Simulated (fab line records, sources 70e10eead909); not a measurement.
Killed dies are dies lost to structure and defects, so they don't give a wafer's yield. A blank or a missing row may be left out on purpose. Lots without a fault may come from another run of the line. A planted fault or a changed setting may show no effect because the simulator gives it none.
Chamber matching | flow nand_harc | NHARC_P_M1_DESCUM_14 on rie_diel-09: 4 sister chambers
The step chemistry O2, time 3 s. 27 wafers are shown with their chamber, then 12 later ones without.

WAFERS WITH THEIR CHAMBER
wafer  | chamber | showerhead_plenum_p_Torr (Torr) | drypump_motor_current_A (A) | oes_product_au (a.u.)
L077.3 | 3       | 1.86                            | 5.1                         | 0.993
L077.5 | 0       | 1.79                            | 5.3                         | 1.000
L077.6 | 3       | 1.86                            | 5.1                         | 0.981
L079.1 | 1       | 1.95                            | 5.4                         | 1.010
L079.4 | 2       | 1.93                            | 5.9                         | 0.997
L079.5 | 0       | 1.79                            | 5.3                         | 0.998
L084.2 | 0       | 1.79                            | 5.4                         | 0.996
L084.3 | 3       | 1.86                            | 5.0                         | 0.992
L084.6 | 3       | 1.86                            | 5.0                         | 0.975
L085.4 | 3       | 1.86                            | 5.0                         | 0.989
L085.5 | 0       | 1.79                            | 5.3                         | 0.997
L085.6 | 1       | 1.95                            | 5.4                         | 0.996
L086.2 | 1       | 1.95                            | 5.4                         | 1.004
L086.5 | 0       | 1.79                            | 5.3                         | 0.998
L086.6 | 3       | 1.86                            | 5.1                         | 0.990
L088.1 | 1       | 1.95                            | 5.4                         | 1.022
L088.2 | 2       | 1.92                            | 5.9                         | 1.005
L088.3 | 3       | 1.85                            | 5.1                         | 0.991
L088.4 | 0       | 1.79                            | 5.3                         | 1.004
L088.5 | 0       | 1.79                            | 5.3                         | 0.999
L088.6 | 1       | 1.95                            | 5.4                         | 1.014
L091.1 | 0       | 1.79                            | 5.3                         | 1.002
L091.4 | 3       | 1.85                            | 5.0                         | 0.995
L091.6 | 0       | 1.79                            | 5.3                         | 1.011
L092.3 | 3       | 1.85                            | 5.1                         | 0.987
L092.4 | 1       | 1.95                            | 5.3                         | 1.006
L092.5 | 3       | 1.85                            | 5.1                         | 0.995

SIGNATURES (means of the wafers above)
reading                  | chamber 0 | chamber 1 | chamber 2 | chamber 3 | scatter within a chamber
showerhead_plenum_p_Torr | 1.7900    | 1.9500    | 1.9250    | 1.8560    | 0.00355
drypump_motor_current_A  | 5.311     | 5.383     | 5.900     | 5.060     | 0.0423
oes_product_au           | 1.00056   | 1.00867   | 1.00100   | 0.98880   | 0.00648
Rule: a wafer's distance from a chamber is the root of the sum, over the readings, of the square of ((its reading less the chamber's mean) divided by the reading's scatter). The wafer belongs to the nearest chamber; if the next one is less than 2 further off, it can't be placed. The scatter: the root of (the sum of the squares of (reading less its chamber's mean) over the shown wafers, divided by (wafers less chambers)).

WAFERS WITHOUT THEIR CHAMBER
wafer  | showerhead_plenum_p_Torr (Torr) | drypump_motor_current_A (A) | oes_product_au (a.u.)
L093.2 | 1.92                            | 5.9                         | 0.994
L093.3 | 1.79                            | 5.3                         | 1.003
L093.4 | 1.95                            | 5.4                         | 1.006
L094.4 | 1.95                            | 5.4                         | 1.007
L094.5 | 1.92                            | 5.9                         | 0.997
L094.6 | 1.95                            | 5.4                         | 1.010
L095.2 | 1.95                            | 5.4                         | 0.990
L095.4 | 1.85                            | 5.0                         | 0.988
L095.5 | 1.85                            | 5.0                         | 0.979
L096.1 | 1.85                            | 5.0                         | 1.000
L096.4 | 1.95                            | 5.3                         | 0.995
L096.5 | 1.95                            | 5.4                         | 1.011

WHICH CHAMBER EACH WENT THROUGH
wafer  | from the rows above | in truth
L093.2 | 2                   | 2
L093.3 | 0                   | 0
L093.4 | 1                   | 1
L094.4 | 1                   | 1
L094.5 | 2                   | 2
L094.6 | 1                   | 1
L095.2 | 1                   | 1
L095.4 | 3                   | 3
L095.5 | 3                   | 3
L096.1 | 3                   | 3
L096.4 | 1                   | 1
L096.5 | 1                   | 1
Placed correctly: 12 of 12. Can't be placed from these rows: 0. Placed wrongly: 0.
